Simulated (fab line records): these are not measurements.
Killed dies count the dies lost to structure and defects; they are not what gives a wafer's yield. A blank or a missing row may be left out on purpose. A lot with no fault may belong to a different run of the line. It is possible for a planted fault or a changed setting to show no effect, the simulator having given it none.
Split-lot experiment    flow n5Finfet    21 wafers read from 7 lots, route of 1938 steps

## ABOUT THE SPLIT
At N5_BEOL_M8_EXPOSE_08 (exposes mask M8), the setting doseMj was moved away from the recipe's 68.25 on 4 of the 21 wafers read, by -6.2% to +6.3%. This setting was run at the recipe's value on the other wafers.

## FROM THE SPLIT TO THE READING: what the file shows between them, 10 steps
- N5_BEOL_M8_PEB_09: peb time 60 s
- N5_BEOL_M8_DEVELOP_10: develop time 30 s
- N5_BEOL_M8_CD_MEAS_11: target cd 38.5 nm
- N5_BEOL_M8_DESCUM_16: chemistry O2, time 7.9 s
- N5_BEOL_M8_ETCH_61: etches SiARC in CF4, target depth 45.5 nm, time 75.8 s
- N5_BEOL_M8_ETCH_62: etches SOC in N2/H2, target depth 110 nm, overetch 22 nm, time 165 s
- N5_BEOL_M8_STRIP_68: strips in N2/H2
- N5_BEOL_M8_STRIP_67: strips in CF4
- N5_BEOL_M8_HM_OPEN_17: chemistry Cl2/BCl3, target TiN, target depth 20 nm, overetch 6 nm
- N5_BEOL_M8_STRIP_19: strips in O2

## THE READING
cdNm, in nm, at N5_BEOL_M8_CD_MEAS_18 (pitch 80 nm, target cd 40 nm). On this fab line, fault-free wafers typically give 40.0 nm with a standard deviation of 0.58 nm.

wafer   tool, chamber at the split  doseMj as run  against the recipe  cdNm, nm  against lot-mates on the recipe
L075.1  arfiScanner-02, 0           68.25          recipe              39.9      -
L075.2  arfiScanner-02, 0           68.25          recipe              40.3      -
L075.3  arfiScanner-02, 0           68.25          recipe              40.3      -
L076.3  arfiScanner-02, 0           68.25          recipe              40.6      -
L076.4  arfiScanner-02, 0           68.25          recipe              39.9      -
L076.5  arfiScanner-02, 0           68.25          recipe              40.0      -
L087.1  arfiScanner-02, 0           68.25          recipe              40.8      -
L087.5  arfiScanner-02, 0           68.25          recipe              40.7      -
L087.6  arfiScanner-02, 0           68.25          recipe              40.4      -
L090.2  arfiScanner-03, 0           64.02          -6.2%               36.9      -3.3
L090.5  arfiScanner-03, 0           64.02          -6.2%               36.7      -3.5
L090.6  arfiScanner-03, 0           68.25          recipe              40.2      -
L092.2  arfiScanner-03, 0           68.25          recipe              40.3      -
L092.3  arfiScanner-03, 0           68.25          recipe              40.6      -
L092.6  arfiScanner-03, 0           68.25          recipe              39.7      -
L093.1  arfiScanner-02, 0           72.53          +6.3%               43.3      +3.0
L093.2  arfiScanner-02, 0           72.53          +6.3%               42.2      +1.9
L093.6  arfiScanner-02, 0           68.25          recipe              40.3      -
L094.2  arfiScanner-03, 0           68.25          recipe              38.7      -
L094.4  arfiScanner-03, 0           68.25          recipe              40.2      -
L094.6  arfiScanner-03, 0           68.25          recipe              39.2      -

THE FIT
A straight line over all 21 wafers: cdNm changes by +0.477 nm for each +1% of doseMj; r = +0.93; the points scatter about the line by 0.55 nm.
The same after taking each lot's own level away (the mean of its wafers on the recipe; 21 wafers): +0.469 nm for each +1%; r = +0.95; scatter 0.43 nm.
According to that fit, moving doseMj by its largest amount changes the reading by 2.9 nm.
Measured against the standard deviation above, the lots' own levels, which go from 39.37 to 40.63 nm, span 2.2 times it.
The two slopes are in agreement: the lot-to-lot level therefore moves the slope only a little.
Check: +2.78 nm against its lot-mates is what the line predicts for one of the wafers moved furthest among these (+6.3%) when that wafer is left out of the fit. It came out at +3 nm against them.

## ADDITIONAL SPLITS CARRIED BY THESE WAFERS
Note: prior to the reading, these wafers also went through further splits. Each is held against what the fit with the lots' levels taken away leaves over:
other split on the same wafers  wafers away from the commonest value  r with cdNm (lot level and that fit taken away)
N5_BEOL_M8_PECVD_70 tempC       7                                     -0.27

## THE WHOLE CHAIN: every reading that the file lists as answering this split, in the file's order
step                   what it does                                                          reading                                                              change (the file's fit)                r (the file's)
N5_BEOL_M8_CD_MEAS_11  target cd 38.5 nm                                                     cdNm                                                                 +0.412 nm for each +1% of the setting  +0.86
N5_BEOL_M8_ETCH_61     etches SiARC in CF4, target depth 45.5 nm, time 75.8 s                BEOL_M8.cdOffsetNm (the simulator's own value, which no gauge read)  +0.449 nm for each +1% of the setting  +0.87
N5_BEOL_M8_ETCH_62     etches SOC in N2/H2, target depth 110 nm, overetch 22 nm, time 165 s  BEOL_M8.cdOffsetNm (the simulator's own value, which no gauge read)  +0.481 nm for each +1% of the setting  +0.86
N5_BEOL_M8_HM_OPEN_17  chemistry Cl2/BCl3, target TiN, target depth 20 nm, overetch 6 nm     BEOL_M8.cdOffsetNm (the simulator's own value, which no gauge read)  +0.465 nm for each +1% of the setting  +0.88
N5_BEOL_M8_CD_MEAS_18  pitch 80 nm, target cd 40 nm                                          cdNm                                                                 +0.468 nm for each +1% of the setting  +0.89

## FILE'S OWN FIT
cdNm changes by +0.468 nm for each +1% of doseMj, r = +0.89.
